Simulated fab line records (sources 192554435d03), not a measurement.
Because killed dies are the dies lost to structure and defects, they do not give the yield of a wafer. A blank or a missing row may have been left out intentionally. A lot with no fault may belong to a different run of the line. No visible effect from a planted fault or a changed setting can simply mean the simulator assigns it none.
Code-filled problem report in 8D (eight disciplines) form | flow n5Finfet | the parts of the form that need people (team, actions taken, sign-off) are left out

1. WHAT WENT WRONG
Wafers without a fault read 246.9 s, standard deviation 0.51; runLengthS at N5_BEOL_M4_CVD_47 reads a mean of 243.1 s on 2 wafers belonging to 2 lots. That puts it -7.5 standard deviations away from the usual mean.
The step: deposits Co from CCTBA/H2, target thk 3 nm, time 223.8 s.
Earliest sighting: wafer L624.2 on cvdCo-01 at day 9 23:25. The record holds 28 wafers of 10 lots with a number at this step. Rule for "out", or "out of limits": more than 4 standard deviations from the usual mean. The other wafers with a number count as sound.

2. WHAT THIS IS AND IS NOT
question                    | is               | is not
which readings at this step | runLengthS       | -
which lots                  | L624, L625       | L617, L618, L620, L622, L623, L636, L637, L638
which wafers of those lots  | L624.2, L625.1   | L624.4, L624.5, L625.3, L625.4
read on which tools         | cvdCo-01         | cvdCo-02
when                        | from day 9 23:25 | up to then (16 sound wafers); but 10 sound wafers of L625, L636, L637, L638 came after

3. WHAT RULES OUT EACH SUSPECT
Counting: a tool at a process step up to the reading stays a suspect if it ran every lot that is out. Sound lots after the first of them don't rule it out here, since some wafers of a struck lot are sound.
- cvdCo-01 at N5_BEOL_M4_CVD_47 (deposits Co from CCTBA/H2, target thk 3 nm, time 223.8 s): kept. It processed each lot that is out (first: L624, day 9 23:25); up to then, its last sound lot is L622 (day 9 02:58). Its own readings are out on those wafers: runLengthS.
- In cvdCo-01 at N5_BEOL_M4_CVD_47, the wafers that are out were processed in chamber 2 and their sound lot-mates in chambers 0, 1.
The count leaves cvdCo-01 at N5_BEOL_M4_CVD_47.

4. THE CAUSE (what the simulator had put in)
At N5_BEOL_M4_CVD_47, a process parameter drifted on cvdCo-01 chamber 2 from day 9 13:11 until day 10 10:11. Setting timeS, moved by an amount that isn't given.
After counting, this tool was the only one left.

5. SEQUENCE OF EFFECTS, ordered by route
Each row: a reading where the mean over the struck wafers with a number is more than 3 standard deviations away from the usual. Scope: only readings with a usual standard deviation given in the record; hours: median across lots of the time from each lot's start at the first step in this table that gives one to its start at this step; sigmas: change in usual standard deviations.
hours | step              | reading    | usual   | on struck wafers | change | sigmas
0     | N5_BEOL_M4_CVD_47 | runLengthS | 246.9 s | 243.1            | -3.8   | -7.5
Here are the process steps it includes:
- N5_BEOL_M4_CVD_47: deposits Co from CCTBA/H2, target thk 3 nm, time 223.8 s.
Later measuring or inspecting steps at which every struck wafer that the step has a row for has a number for every such reading, and none has moved that far: N5_BEOL_M4_RC_MEAS_101.

6. WHAT WOULD HAVE CAUGHT IT SOONER
In this record the first reading out of limits was taken at day 9 23:25, 10 hours after the fault began at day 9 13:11.
